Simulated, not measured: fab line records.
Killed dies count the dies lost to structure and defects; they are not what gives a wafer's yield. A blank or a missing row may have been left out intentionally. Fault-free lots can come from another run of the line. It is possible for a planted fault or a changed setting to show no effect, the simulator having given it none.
fab line records	flow nand_harc
record: lots: 24	wafers: 72	last_day: 34
route steps=1302 shown P_BONDPAD@377 A_ZERO_WELL@401 A_CHANNEL_HOLE_D1@450
lots that met no fault: from a run of the same line without faults
start_h: the number of hours between the record's first day and the start of the first shown wafer of the lot	wait_h: hours elapsed since this lot's preceding step	" repeats the value in the row above	L1.1+2: several wafers, shown together as one row	- value missing, or start not given	* or withheld: withheld	< > ~ a bound
route shown NAME@n: a module of which the file shows steps, and the number in the route of the first	usual: the fault-free wafers' mean and standard deviation	same: alike in all rows	chamber/n: place in a boat	sites: readings site by site	_std_site: the values' standard deviation	_edge_site: the outer-site mean with the inner-site mean subtracted	radius_mm: how far each site lies from the wafer's centre	mask NAME#n: copy n	behind: tool/chamber where the wafer was last shaped	hold: the reason the lot was held/the length of the hold in hours/how it ended	device: transistor that didn't switch, given as n, p or np	end of line: the tests these same wafers got at the end of their route	a step with no rows: only its recipe	killed: the dies lost at the first sort to structure and to defects; this is not the yield of the wafer	map: a wafer's dies, x killed, . not, _ none there
set.NAME: the setting that was run; set.NAME@STEP: the one run at that earlier step	model.NAME: the simulator's own value behind a step, which no gauge read
route steps across a sampled set of lots; one table per step, one row per wafer
services: the hour from which a tool's chamber was out of use, counted from the record's first day as start_h (under 0 if before that day), plus the number of hours and why
== steps ==
step: NHARC_P_BONDPAD_PVD_27
recipe: target_thk_a: 300	chamber_pressure_pa: 5	power_w: 5000	substrate_temp_c: 30	time_s: 20.49	material: Cu
usual: cathode_dc_power_W: 5000.0/0.86	throttle_valve_pct: 30.1/1.1
lot.wafer	tool	chamber	start_h	wait_h	cathode_dc_power_W	throttle_valve_pct
L074.1	pvd_sputter-01	-	-	-	4999.8	30.9
L074.3	"	-	"	"	4999.1	30.8
L074.5	"	-	"	"	4999.9	30.9
L075.4	pvd_sputter-01	-	-	-	5000.1	30.9
L075.1	"	-	"	"	5000.5	30.9
L075.2	"	-	"	"	4999.7	28.9
L077.1	pvd_sputter-03	-	-	-	5001.4	29.4
L077.6	"	-	"	"	5001.0	29.7
L077.5	"	-	"	"	5000.2	29.0
L076.1	pvd_sputter-01	-	-	-	4998.5	29.6
L076.4	"	-	"	"	4999.9	28.7
L076.5	"	-	"	"	5000.6	30.1
L078.3	pvd_sputter-01	-	-	-	5000.1	30.9
L078.6	"	-	"	"	4999.4	28.9
L078.5	"	-	"	"	5000.0	30.7
L079.2	pvd_sputter-02	-	-	-	4999.5	31.3
L079.1	"	-	"	"	4999.7	28.8
L079.6	"	-	"	"	4998.0	29.0
L080.3	pvd_sputter-02	-	-	-	4999.3	32.1
L080.6	"	-	"	"	4999.2	28.6
L080.5	"	-	"	"	4999.9	28.7
L081.3	pvd_sputter-02	-	-	-	4999.8	32.1
L081.4	"	-	"	"	4999.9	29.0
L081.5	"	-	"	"	4999.2	31.4
L082.1	pvd_sputter-01	-	-	-	4998.5	30.7
L082.2	"	-	"	"	5001.4	30.7
L082.3	"	-	"	"	5000.4	30.1
L083.1	pvd_sputter-02	-	-	-	5000.4	28.5
L083.6	"	-	"	"	4999.9	29.1
L083.5	"	-	"	"	4999.0	29.0
L084.3	pvd_sputter-02	-	-	-	5001.2	28.8
L084.4	"	-	"	"	4999.5	31.9
L084.6	"	-	"	"	5000.0	31.5
L085.4	pvd_sputter-02	-	-	-	5001.7	31.4
L085.2	"	-	"	"	4999.3	28.6
L085.6	"	-	"	"	5000.0	31.6
L086.1	pvd_sputter-03	-	-	-	4999.8	30.3
L086.4	"	-	"	"	4999.8	28.6
L086.2	"	-	"	"	5001.5	29.2
L087.1	pvd_sputter-01	-	-	-	5000.9	29.3
L087.5	"	-	"	"	5000.6	31.0
L087.6	"	-	"	"	5001.0	29.3
L089.1	pvd_sputter-02	-	-	-	5000.0	28.6
L089.2	"	-	"	"	5000.6	31.6
L089.6	"	-	"	"	4999.8	31.8
L088.1	pvd_sputter-03	-	-	-	5000.5	29.6
L088.6	"	-	"	"	4999.4	30.0
L088.5	"	-	"	"	5000.2	28.9
L090.2	pvd_sputter-01	-	-	-	4999.2	31.2
L090.4	"	-	"	"	4999.4	30.8
L090.6	"	-	"	"	4999.6	30.9
L091.1	pvd_sputter-01	-	-	-	5001.6	31.1
L091.2	"	-	"	"	5000.9	30.9
L091.4	"	-	"	"	5000.4	30.9
L092.4	pvd_sputter-03	-	-	-	4999.6	29.3
L092.3	"	-	"	"	5000.8	30.0
L092.5	"	-	"	"	4999.9	28.9
L094.3	pvd_sputter-01	-	-	-	5000.6	29.1
L094.4	"	-	"	"	5001.4	30.7
L094.2	"	-	"	"	4998.3	31.0
L093.3	pvd_sputter-02	-	-	-	5000.1	30.1
L093.2	"	-	"	"	5000.9	29.1
L093.5	"	-	"	"	4999.4	31.3
L095.1	pvd_sputter-03	-	-	-	5000.1	30.3
L095.2	"	-	"	"	5000.2	28.9
L095.3	"	-	"	"	4999.8	29.3
L096.1	pvd_sputter-02	-	-	-	5001.4	31.6
L096.2	"	-	"	"	5000.5	29.2
L096.5	"	-	"	"	5000.8	30.2
L097.2	pvd_sputter-01	-	-	-	5000.0	30.8
L097.4	"	-	"	"	5000.6	31.0
L097.6	"	-	"	"	5000.1	30.9
step: NHARC_A_ZERO_WELL_CD_MEAS_10
recipe: target_cd_nm: 2000	landing_energy_ev: 500
usual: cd_nm: 1999.6/1.5
lot.wafer	tool	chamber	start_h	wait_h	cd_nm
L074.1	cd_sem-03	0	136.50	-	1998.1
L074.3	"	0	"	"	1998.6
L074.5	"	0	"	"	1999.5
L075.1	cd_sem-02	0	152.48	-	1996.9
L075.2	"	0	"	"	1998.3
L075.4	"	0	"	"	1997.2
L077.1	cd_sem-01	0	168.22	-	2000.8
L077.5	"	0	"	"	2000.9
L077.6	"	0	"	"	1999.6
L076.1	cd_sem-03	0	170.55	-	1998.0
L076.4	"	0	"	"	1998.7
L076.5	"	0	"	"	1999.0
L078.3	cd_sem-03	0	179.66	-	2001.4
L078.5	"	0	"	"	2001.7
L078.6	"	0	"	"	1999.8
L079.1	cd_sem-02	0	192.25	-	1999.6
L079.2	"	0	"	"	1999.9
L079.6	"	0	"	"	1998.8
L080.3	cd_sem-03	0	197.44	-	1998.5
L080.5	"	0	"	"	2000.4
L080.6	"	0	"	"	1998.1
L081.3	cd_sem-01	0	202.14	-	1998.9
L081.4	"	0	"	"	2000.1
L081.5	"	0	"	"	1999.9
L082.1	cd_sem-02	0	222.91	-	2001.4
L082.2	"	0	"	"	2000.1
L082.3	"	0	"	"	2000.1
L083.1	cd_sem-02	0	223.88	-	1998.9
L083.5	"	0	"	"	2000.9
L083.6	"	0	"	"	1996.6
L084.3	cd_sem-02	0	240.45	-	1998.8
L084.4	"	0	"	"	1999.5
L084.6	"	0	"	"	1999.4
L085.2	cd_sem-03	0	253.91	-	1999.6
L085.4	"	0	"	"	1997.5
L085.6	"	0	"	"	1998.4
L086.1	cd_sem-02	0	262.01	-	2001.3
L086.2	"	0	"	"	2000.1
L086.4	"	0	"	"	1998.3
L087.1	cd_sem-02	0	285.44	-	1997.8
L087.5	"	0	"	"	1999.3
L087.6	"	0	"	"	2000.9
L089.1	cd_sem-01	0	286.42	-	2000.7
L089.2	"	0	"	"	2001.1
L089.6	"	0	"	"	2000.7
L088.1	cd_sem-03	0	287.39	-	1997.7
L088.5	"	0	"	"	1997.9
L088.6	"	0	"	"	1996.9
L090.2	cd_sem-03	0	300.47	-	2001.0
L090.4	"	0	"	"	2001.3
L090.6	"	0	"	"	2000.4
L091.1	cd_sem-02	0	310.05	-	1997.3
L091.2	"	0	"	"	1997.9
L091.4	"	0	"	"	1999.5
L092.3	cd_sem-03	0	316.08	-	1999.0
L092.4	"	0	"	"	2000.8
L092.5	"	0	"	"	2002.6
L094.2	cd_sem-03	0	331.61	-	1999.2
L094.3	"	0	"	"	1998.5
L094.4	"	0	"	"	1998.8
L093.2	cd_sem-02	0	332.59	-	2001.9
L093.3	"	0	"	"	2002.4
L093.5	"	0	"	"	2000.3
L095.1	cd_sem-01	0	344.30	-	1998.7
L095.2	"	0	"	"	1998.9
L095.3	"	0	"	"	1999.1
L096.1	cd_sem-01	0	357.14	-	2002.2
L096.2	"	0	"	"	2000.1
L096.5	"	0	"	"	1999.1
L097.2	cd_sem-01	0	370.74	-	1999.2
L097.4	"	0	"	"	1999.6
L097.6	"	0	"	"	2000.6
step: NHARC_A_CHANNEL_HOLE_D1_DEP_00
recipe: target_thk_a: 31000	temp_c: 400	material: aC
usual: throttle_valve_pct: 35.000/0.0094
lot.wafer	tool	chamber	start_h	wait_h	throttle_valve_pct
L074.1	acl_dep-03	0	174.53	2.5	34.979
L074.3	"	0	"	"	35.007
L074.5	"	0	"	"	35.006
L075.1	acl_dep-02	0	191.96	0.4	35.006
L075.2	"	0	"	"	35.025
L075.4	"	0	"	"	34.996
L077.1	acl_dep-02	0	208.30	0.9	34.992
L077.5	"	0	209.57	2.1	35.002
L077.6	"	0	"	"	35.003
L076.1	acl_dep-01	0	209.65	2.2	34.991
L076.4	"	0	"	"	34.999
L076.5	"	0	"	"	34.986
L078.3	acl_dep-02	0	220.06	3.4	35.002
L078.5	"	0	"	"	34.989
L078.6	"	0	"	"	34.992
L079.1	acl_dep-01	0	229.54	0.1	34.999
L079.2	"	0	"	"	34.992
L079.6	"	0	231.13	1.7	35.014
L081.3	acl_dep-03	0	236.10	0.7	34.991
L081.4	"	0	"	"	34.995
L081.5	"	0	"	"	35.000
L080.3	acl_dep-02	0	237.27	1.8	35.010
L080.5	"	0	"	"	34.998
L080.6	"	0	"	"	35.011
L083.1	acl_dep-01	0	261.80	2.5	35.002
L083.5	"	0	263.08	3.8	34.997
L083.6	"	0	"	"	34.979
L082.1	acl_dep-03	0	263.29	3.9	35.007
L082.2	"	0	"	"	34.981
L082.3	"	0	"	"	35.019
L084.3	acl_dep-01	0	277.61	0.7	35.008
L084.4	"	0	"	"	35.006
L084.6	"	0	"	"	35.000
L085.2	acl_dep-01	0	292.91	1.3	35.004
L085.4	"	0	"	"	35.001
L085.6	"	0	"	"	35.006
L086.1	acl_dep-01	0	301.63	2.1	35.008
L086.2	"	0	"	"	34.987
L086.4	"	0	"	"	34.997
L087.1	acl_dep-01	0	322.34	0.1	34.992
L087.5	"	0	323.58	1.3	34.988
L087.6	"	0	"	"	34.989
L088.1	acl_dep-02	0	322.59	0.1	35.011
L088.5	"	0	323.86	1.3	34.997
L088.6	"	0	"	"	35.005
L089.1	acl_dep-03	0	322.88	0.1	34.985
L089.2	"	0	"	"	35.002
L089.6	"	0	324.46	1.6	34.995
L090.2	acl_dep-01	0	341.64	3.3	35.020
L090.4	"	0	"	"	35.009
L090.6	"	0	"	"	35.015
L091.1	acl_dep-03	0	346.31	0.1	34.999
L091.2	"	0	"	"	34.997
L091.4	"	0	"	"	34.998
L092.3	acl_dep-01	0	357.49	0.7	35.006
L092.4	"	0	"	"	35.008
L092.5	"	0	"	"	35.007
L094.2	acl_dep-02	0	370.12	0.4	34.999
L094.3	"	0	"	"	35.000
L094.4	"	0	"	"	35.014
L093.2	acl_dep-01	0	373.43	3.4	35.006
L093.3	"	0	"	"	34.993
L093.5	"	0	"	"	34.992
L095.1	acl_dep-01	0	391.46	0.1	35.006
L095.2	"	0	"	"	34.995
L095.3	"	0	"	"	35.000
L096.1	acl_dep-03	0	406.07	0.1	34.989
L096.2	"	0	"	"	35.005
L096.5	"	0	"	"	35.010
L097.2	acl_dep-01	0	417.38	2.0	34.998
L097.4	"	0	"	"	35.015
L097.6	"	0	"	"	35.007
step: NHARC_A_CHANNEL_HOLE_D1_DESCUM_15
recipe: time_s: 3	o2_flow_sccm: 200	ar_flow_sccm: 0	bias_power_w: 0	chemistry: O2
usual: drypump_motor_current_A: 5.5/0.48	oes_product_au: 0.999/0.0071	rf_vpp_V: 57.4/0.86	showerhead_plenum_p_Torr: 1.85/0.07	throttle_valve_pct: 11.310/0.0077
lot.wafer	tool	chamber	start_h	wait_h	drypump_motor_current_A	oes_product_au	rf_hours_counter_h	rf_vpp_V	showerhead_plenum_p_Torr	throttle_valve_pct
L074.3	rie_diel-06	0	177.36	0.1	5.6	0.998	3	58.6	1.90	11.314
L074.1	"	2	"	"	5.0	0.999	3	58.0	1.83	11.302
L074.5	"	0	"	"	5.6	0.992	-	56.8	1.90	11.312
L075.4	rie_diel-06	2	194.66	0.1	5.0	1.007	4	58.7	1.83	11.311
L075.2	"	3	"	"	5.0	1.001	5	57.6	1.85	11.316
L075.1	"	1	"	"	6.2	1.001	4	57.2	1.78	11.301
L077.1	rie_diel-06	2	211.16	0.1	5.0	0.997	6	56.4	1.83	11.310
L077.6	"	3	"	"	5.0	1.006	-	57.8	1.85	11.305
L077.5	"	0	"	"	5.6	0.996	-	57.0	1.90	11.310
L076.4	rie_diel-04	1	212.38	0.1	4.9	1.003	9	59.5	2.07	11.315
L076.1	"	3	"	"	5.9	1.003	9	57.8	1.78	11.317
L076.5	"	1	"	"	4.8	0.995	-	57.1	2.07	11.308
L078.3	rie_diel-04	1	222.15	0.1	4.8	1.012	12	57.5	2.07	11.311
L078.5	"	3	"	"	5.9	0.991	-	55.7	1.78	11.306
L078.6	"	0	"	"	5.7	1.008	-	56.9	1.88	11.321
L079.2	rie_diel-04	0	232.38	0.1	5.7	1.008	17	58.0	1.87	11.314
L079.1	"	3	"	"	5.8	1.002	16	57.9	1.78	11.316
L079.6	"	0	"	"	5.7	1.010	-	59.6	1.87	11.303
L081.4	rie_diel-06	2	238.30	0.1	5.0	1.007	8	57.6	1.83	11.316
L081.3	"	3	"	"	5.0	1.002	8	57.9	1.84	11.292
L081.5	"	1	"	"	6.2	1.001	-	57.4	1.78	11.320
L080.3	rie_diel-04	1	239.36	0.1	4.8	1.002	21	56.9	2.07	11.308
L080.5	"	3	"	"	5.9	1.000	-	57.5	1.77	11.307
L080.6	"	0	"	"	5.7	0.995	-	58.2	1.87	11.310
L083.1	rie_diel-06	3	264.52	0.1	5.0	0.986	10	57.7	1.84	11.318
L083.5	"	3	"	"	5.1	1.003	-	56.6	1.84	11.311
L083.6	"	0	"	"	5.6	0.997	-	57.9	1.90	11.306
L082.2	rie_diel-06	3	265.95	0.1	5.0	0.995	11	58.2	1.84	11.316
L082.3	"	1	"	"	6.2	0.999	9	56.1	1.78	11.309
L082.1	"	2	"	"	4.9	1.003	10	59.1	1.83	11.305
L084.4	rie_diel-06	2	279.89	0.1	5.0	0.994	12	57.1	1.83	11.316
L084.3	"	0	"	"	5.6	0.990	11	56.3	1.90	11.324
L084.6	"	2	"	"	5.0	0.982	-	56.8	1.83	11.308
L085.4	rie_diel-06	0	295.30	0.1	5.6	0.994	12	56.4	1.90	11.294
L085.2	"	1	"	"	6.2	0.997	12	57.1	1.77	11.317
L085.6	"	3	"	"	5.0	1.004	-	58.3	1.84	11.310
L086.1	rie_diel-06	1	304.46	0.1	6.2	0.990	12	57.0	1.77	11.308
L086.2	"	2	"	"	5.0	1.002	14	57.4	1.83	11.318
L086.4	"	3	"	"	5.1	0.993	-	55.7	1.84	11.308
L087.1	rie_diel-04	3	325.14	0.1	5.9	1.001	48	56.9	1.77	11.316
L087.6	"	3	"	"	5.9	0.993	-	57.1	1.77	11.318
L087.5	"	0	"	"	5.7	1.009	-	58.6	1.86	11.307
L088.1	rie_diel-06	2	325.44	0.1	5.0	0.995	0	57.6	1.83	11.317
L088.6	"	1	"	"	6.2	1.008	-	58.7	1.77	11.305
L088.5	"	2	"	"	4.9	0.989	-	58.5	1.82	11.308
L089.1	rie_diel-06	0	325.75	0.1	5.6	1.006	1	58.1	1.90	11.301
L089.2	"	3	"	"	5.0	0.991	1	57.1	1.84	11.301
L089.6	"	1	"	"	6.2	1.004	-	57.9	1.77	11.312
L090.2	rie_diel-06	3	344.02	0.1	5.1	0.993	2	57.8	1.84	11.312
L090.4	"	1	"	"	6.2	0.996	2	56.4	1.77	11.304
L090.6	"	3	"	"	5.1	1.001	-	57.4	1.84	11.329
L091.1	rie_diel-06	0	349.16	0.1	5.6	1.000	2	57.3	1.90	11.310
L091.4	"	1	"	"	6.2	1.001	2	56.7	1.77	11.336
L091.2	"	2	"	"	4.9	0.991	3	57.9	1.82	11.308
L092.4	rie_diel-06	2	359.72	0.1	5.0	0.995	4	56.0	1.82	11.323
L092.3	"	3	"	"	5.0	0.990	5	56.6	1.84	11.304
L092.5	"	2	"	"	5.0	0.985	-	56.3	1.82	11.326
L094.2	rie_diel-06	2	372.50	0.1	4.9	1.000	5	57.9	1.82	11.312
L094.3	"	3	"	"	5.0	1.004	6	57.3	1.84	11.304
L094.4	"	0	"	"	5.6	1.006	5	57.8	1.89	11.320
L093.2	rie_diel-06	3	375.93	0.1	5.0	1.008	7	56.5	1.84	11.320
L093.3	"	2	"	"	5.0	1.001	6	58.8	1.82	11.309
L093.5	"	0	"	"	5.6	1.007	-	57.5	1.89	11.303
L095.1	rie_diel-09	2	394.30	0.1	4.9	1.005	22	57.1	1.95	11.316
L095.2	"	0	"	"	5.8	1.004	20	56.0	1.85	11.301
L095.3	"	1	"	"	5.6	0.982	22	58.0	1.92	11.303
L096.1	rie_diel-06	0	408.91	0.1	5.6	1.008	8	57.8	1.89	11.313
L096.2	"	3	"	"	5.1	0.996	9	57.0	1.84	11.295
L096.5	"	1	"	"	6.2	1.009	-	57.0	1.77	11.298
L097.2	rie_diel-09	0	419.92	0.1	5.8	1.003	34	58.4	1.85	11.317
L097.4	"	2	"	"	4.9	1.002	32	57.6	1.95	11.312
L097.6	"	3	"	"	6.4	1.011	-	57.4	1.99	11.309
step: NHARC_A_CHANNEL_HOLE_D1_ETCH_34
recipe: target_depth_a: 1540	time_s: 77	cf4_flow_sccm: 100	chf3_flow_sccm: 30	ar_flow_sccm: 0	rf_w: 500	bias_w: 200	chemistry: CF4/CHF3
usual: drypump_motor_current_A: 5.5/0.5	oes_product_au: 0.946/0.023	rf_vpp_V: 368.9/2	showerhead_plenum_p_Torr: 1.53/0.055	throttle_valve_pct: 16.801/0.0097
lot.wafer	tool	chamber	start_h	wait_h	drypump_motor_current_A	oes_product_au	rf_hours_counter_h	rf_vpp_V	showerhead_plenum_p_Torr	throttle_valve_pct
L074.1	rie_diel-06	1	-	-	6.2	0.954	3	367.9	1.47	16.806
L074.3	"	0	"	"	5.6	0.956	3	370.3	1.56	16.795
L074.5	"	2	"	"	5.0	0.982	-	367.8	1.51	16.803
L075.1	rie_diel-06	1	-	-	6.2	0.929	4	367.7	1.47	16.807
L075.2	"	2	"	"	5.0	0.917	5	367.3	1.51	16.780
L075.4	"	3	"	"	5.0	0.932	5	368.4	1.52	16.814
L077.1	rie_diel-06	0	-	-	5.6	0.927	6	369.4	1.56	16.809
L077.5	"	3	"	"	5.1	0.917	-	368.0	1.52	16.796
L077.6	"	0	"	"	5.6	0.923	-	370.4	1.56	16.805
L076.4	rie_diel-04	0	-	-	5.7	0.929	9	367.6	1.55	16.807
L076.1	"	3	"	"	5.9	0.933	9	367.8	1.47	16.802
L076.5	"	1	"	"	4.9	0.934	-	374.1	1.70	16.783
L078.3	rie_diel-04	0	-	-	5.7	0.967	13	368.3	1.54	16.795
L078.5	"	2	"	"	5.5	0.980	-	370.3	1.57	16.785
L078.6	"	3	"	"	5.9	0.965	-	366.4	1.47	16.794
L079.1	rie_diel-04	2	-	-	5.5	0.961	18	369.4	1.56	16.807
L079.2	"	3	"	"	5.9	0.966	16	366.0	1.47	16.796
L079.6	"	2	"	"	5.5	0.946	-	370.1	1.56	16.813
L081.3	rie_diel-06	3	-	-	5.1	0.922	9	368.6	1.52	16.803
L081.4	"	1	"	"	6.2	0.926	7	367.0	1.47	16.804
L081.5	"	3	"	"	5.0	0.928	-	369.2	1.52	16.795
L080.3	rie_diel-04	1	-	-	4.8	0.989	21	374.7	1.70	16.790
L080.5	"	3	"	"	5.9	0.960	-	367.2	1.46	16.802
L080.6	"	0	"	"	5.7	0.977	-	368.6	1.54	16.797
L083.1	rie_diel-06	0	-	-	5.6	0.945	10	371.5	1.56	16.804
L083.6	"	1	"	"	6.2	0.956	-	366.1	1.47	16.793
L083.5	"	2	"	"	5.0	0.928	-	366.7	1.51	16.793
L082.2	rie_diel-06	1	-	-	6.2	0.927	9	368.2	1.47	16.807
L082.1	"	2	"	"	5.0	0.909	10	368.3	1.51	16.815
L082.3	"	0	"	"	5.6	0.920	10	369.8	1.56	16.785
L084.3	rie_diel-06	0	-	-	5.6	0.917	11	370.1	1.56	16.813
L084.4	"	1	"	"	6.2	0.925	11	365.5	1.47	16.805
L084.6	"	1	"	"	6.2	0.930	-	367.1	1.47	16.802
L085.2	rie_diel-06	1	-	-	6.2	0.918	12	366.7	1.47	16.792
L085.4	"	3	"	"	5.0	0.921	14	369.9	1.52	16.807
L085.6	"	1	"	"	6.2	0.920	-	367.7	1.47	16.820
L086.2	rie_diel-06	3	-	-	5.0	0.920	15	366.9	1.52	16.815
L086.1	"	2	"	"	5.0	0.918	14	367.8	1.50	16.808
L086.4	"	3	"	"	5.0	0.916	-	369.0	1.52	16.801
L087.1	rie_diel-04	1	-	-	4.8	0.970	51	374.3	1.69	16.813
L087.5	"	1	"	"	4.9	0.979	-	374.1	1.69	16.818
L087.6	"	2	"	"	5.6	0.972	-	370.2	1.56	16.803
L088.1	rie_diel-06	2	-	-	4.9	0.962	1	369.5	1.50	16.799
L088.5	"	0	"	"	5.6	0.983	-	371.2	1.56	16.812
L088.6	"	1	"	"	6.2	0.978	-	365.5	1.46	16.787
L089.1	rie_diel-06	1	-	-	6.2	0.970	1	369.3	1.46	16.825
L089.2	"	3	"	"	5.0	0.963	1	368.8	1.52	16.801
L089.6	"	2	"	"	5.0	0.977	-	368.4	1.50	16.805
L090.2	rie_diel-06	2	-	-	5.0	0.907	2	368.7	1.50	16.788
L090.4	"	3	"	"	5.0	0.913	2	369.1	1.52	16.785
L090.6	"	2	"	"	5.0	0.914	-	367.8	1.50	16.804
L091.1	rie_diel-06	3	-	-	5.0	0.948	3	368.9	1.52	16.798
L091.4	"	0	"	"	5.6	0.955	2	369.9	1.56	16.810
L091.2	"	1	"	"	6.2	0.967	2	367.4	1.46	16.795
L092.3	rie_diel-06	1	-	-	6.2	0.966	4	365.4	1.46	16.800
L092.4	"	3	"	"	5.1	0.975	5	371.0	1.52	16.787
L092.5	"	1	"	"	6.2	0.962	-	368.5	1.46	16.800
L094.3	rie_diel-06	1	-	-	6.2	0.913	5	368.1	1.46	16.798
L094.2	"	3	"	"	5.0	0.922	6	369.7	1.52	16.810
L094.4	"	0	"	"	5.6	0.926	5	368.7	1.56	16.789
L093.2	rie_diel-06	3	-	-	5.1	0.962	7	370.4	1.52	16.786
L093.3	"	0	"	"	5.6	0.965	6	369.9	1.56	16.806
L093.5	"	0	"	"	5.6	0.966	-	369.8	1.56	16.793
L095.2	rie_diel-09	0	-	-	5.8	0.930	21	368.3	1.53	16.824
L095.3	"	1	"	"	5.6	0.931	23	371.6	1.58	16.788
L095.1	"	2	"	"	4.9	0.925	22	370.4	1.60	16.797
L096.1	rie_diel-06	2	-	-	5.0	0.952	8	370.1	1.50	16.812
L096.2	"	3	"	"	5.0	0.952	9	369.2	1.52	16.811
L096.5	"	2	"	"	4.9	0.952	-	366.7	1.50	16.796
L097.4	rie_diel-09	0	-	-	5.8	0.964	34	369.4	1.52	16.816
L097.2	"	1	"	"	5.6	0.974	34	371.7	1.58	16.806
L097.6	"	0	"	"	5.8	0.954	-	368.6	1.52	16.810
step: NHARC_A_CHANNEL_HOLE_D1_ETCH_23
recipe: bias_v: 5000	source_w: withheld	pressure_mtorr: 20	time_s: 819	ar_flow_sccm: 375	c4f8_flow_sccm: 89.3	o2_flow_sccm: 35.7	temp_c: -20	target_depth_a: 16000	chemistry: C4F8/O2/Ar
usual: drypump_motor_current_A: 6.04/0.24	showerhead_plenum_p_Torr: 3.63/0.11	throttle_valve_pct: 32.155/0.0086
lot.wafer	tool	chamber	start_h	wait_h	drypump_motor_current_A	rf_hours_counter_h	showerhead_plenum_p_Torr	throttle_valve_pct
L074.1	har_etch-02	0	179.97	0.5	6.07	292	3.69	32.146
L074.3	"	0	"	"	6.06	-	3.69	32.161
L074.5	"	0	"	"	6.05	-	3.69	32.159
L075.2	har_etch-01	1	197.26	0.5	5.93	97	3.50	32.155
L075.1	"	0	"	"	6.38	97	3.73	32.159
L075.4	"	1	"	"	5.92	-	3.50	32.143
L077.1	har_etch-01	1	213.86	0.5	5.92	101	3.50	32.164
L077.5	"	0	"	"	6.35	-	3.73	32.138
L077.6	"	1	"	"	5.92	-	3.50	32.166
L076.1	har_etch-01	1	218.01	0.5	5.94	105	3.50	32.153
L076.4	"	1	"	"	5.92	-	3.50	32.150
L076.5	"	0	"	"	6.37	-	3.73	32.152
L078.3	har_etch-02	1	228.23	0.5	5.71	-	3.75	32.150
L078.6	"	0	"	"	6.07	-	3.68	32.168
L078.5	"	1	"	"	5.71	-	3.75	32.163
L079.2	har_etch-01	0	235.44	0.5	6.36	116	3.72	32.177
L079.1	"	1	"	"	5.92	116	3.49	32.136
L079.6	"	0	"	"	6.36	-	3.72	32.159
L081.4	har_etch-02	1	242.50	0.5	5.73	-	3.75	32.164
L081.3	"	0	"	"	6.05	-	3.68	32.158
L081.5	"	0	"	"	6.05	-	3.68	32.160
L080.3	har_etch-01	0	244.12	0.5	6.35	-	3.71	32.155
L080.6	"	1	"	"	5.90	-	3.49	32.165
L080.5	"	0	"	"	6.35	-	3.71	32.161
L083.1	har_etch-02	0	267.26	0.5	6.07	341	3.67	32.165
L083.6	"	1	"	"	5.73	-	3.74	32.145
L083.5	"	0	"	"	6.06	-	3.67	32.156
L082.2	har_etch-01	0	268.58	0.5	6.37	139	3.71	32.168
L082.1	"	1	"	"	5.92	139	3.48	32.165
L082.3	"	1	"	"	5.92	-	3.48	32.156
L084.4	har_etch-02	1	283.41	0.5	5.74	-	3.74	32.161
L084.3	"	0	"	"	6.06	-	3.66	32.153
L084.6	"	0	"	"	6.06	-	3.66	32.158
L085.2	har_etch-01	0	305.11	0.5	6.36	147	3.70	32.159
L085.4	"	1	"	"	5.95	-	3.48	32.157
L085.6	"	0	"	"	6.36	-	3.70	32.160
L086.1	har_etch-01	0	309.14	0.5	6.36	151	3.70	32.158
L086.2	"	1	"	"	5.92	151	3.48	32.145
L086.4	"	1	"	"	5.92	-	3.48	32.144
L087.1	har_etch-02	1	327.75	0.5	5.72	383	3.72	32.155
L087.6	"	1	"	"	5.75	-	3.72	32.155
L087.5	"	0	"	"	6.06	-	3.65	32.165
L088.1	har_etch-01	1	330.27	0.5	5.92	163	3.47	32.167
L088.6	"	1	"	"	5.92	-	3.47	32.162
L088.5	"	0	"	"	6.36	-	3.69	32.156
L089.1	har_etch-02	1	331.91	0.5	5.70	387	3.72	32.162
L089.2	"	0	"	"	6.06	387	3.64	32.157
L089.6	"	1	"	"	5.73	-	3.72	32.175
L090.2	har_etch-02	0	346.61	0.5	6.04	398	3.64	32.140
L090.4	"	1	"	"	5.75	-	3.71	32.157
L090.6	"	0	"	"	6.06	-	3.64	32.138
L091.2	har_etch-01	1	354.97	0.5	5.94	182	3.46	32.166
L091.1	"	0	"	"	6.36	182	3.68	32.148
L091.4	"	0	"	"	6.38	-	3.68	32.156
L092.3	har_etch-02	0	362.56	0.5	6.05	-	3.63	32.172
L092.4	"	1	"	"	5.72	-	3.71	32.153
L092.5	"	0	"	"	6.06	-	3.63	32.163
L094.2	har_etch-01	1	376.37	0.5	5.93	189	3.46	32.153
L094.4	"	1	"	"	5.94	-	3.46	32.164
L094.3	"	0	"	"	6.37	-	3.68	32.155
L093.2	har_etch-01	0	380.56	0.5	6.35	193	3.68	32.144
L093.3	"	1	"	"	5.90	-	3.45	32.149
L093.5	"	1	"	"	5.93	-	3.45	32.157
L095.2	har_etch-01	1	397.14	0.5	5.91	208	3.45	32.136
L095.1	"	0	"	"	6.36	208	3.67	32.163
L095.3	"	0	"	"	6.37	-	3.67	32.160
L096.1	har_etch-01	1	411.56	0.5	5.92	216	3.44	32.149
L096.2	"	0	"	"	6.36	216	3.66	32.141
L096.5	"	0	"	"	6.37	-	3.66	32.152
L097.2	har_etch-02	1	424.61	0.5	5.70	17	3.69	32.152
L097.4	"	0	"	"	6.08	-	3.62	32.161
L097.6	"	1	"	"	5.72	-	3.69	32.152
== services ==
tool	chamber	start_h	hours	kind
rie_diel-06	2	118.14	4.9	repair
acl_dep-03	-	122.31	13.0	pm
rie_diel-06	-	130.20	9.0	pm
rie_diel-06	1	146.76	2.1	repair
har_etch-02	-	155.44	4.4	repair
pvd_sputter-03	-	170.00	10.0	pm
rie_diel-04	-	177.90	9.0	pm
acl_dep-01	-	192.41	13.0	pm
rie_diel-06	3	202.62	7.1	repair
pvd_sputter-01	-	226.09	10.0	pm
acl_dep-02	-	245.28	13.0	pm
har_etch-01	-	259.35	1.0	repair
rie_diel-06	0	274.91	2.4	repair
pvd_sputter-02	-	286.53	10.0	pm
rie_diel-06	0	302.42	5.1	repair
acl_dep-03	-	304.43	13.0	pm
rie_diel-06	-	307.20	9.0	pm
rie_diel-04	-	315.16	0.8	repair
rie_diel-04	-	335.95	2.0	repair
rie_diel-04	-	355.36	9.0	pm
acl_dep-01	-	375.00	13.0	pm
har_etch-02	-	377.00	17.0	pm
pvd_sputter-02	-	393.59	1.1	repair
pvd_sputter-01	-	404.09	10.0	pm
== key ==
fault none
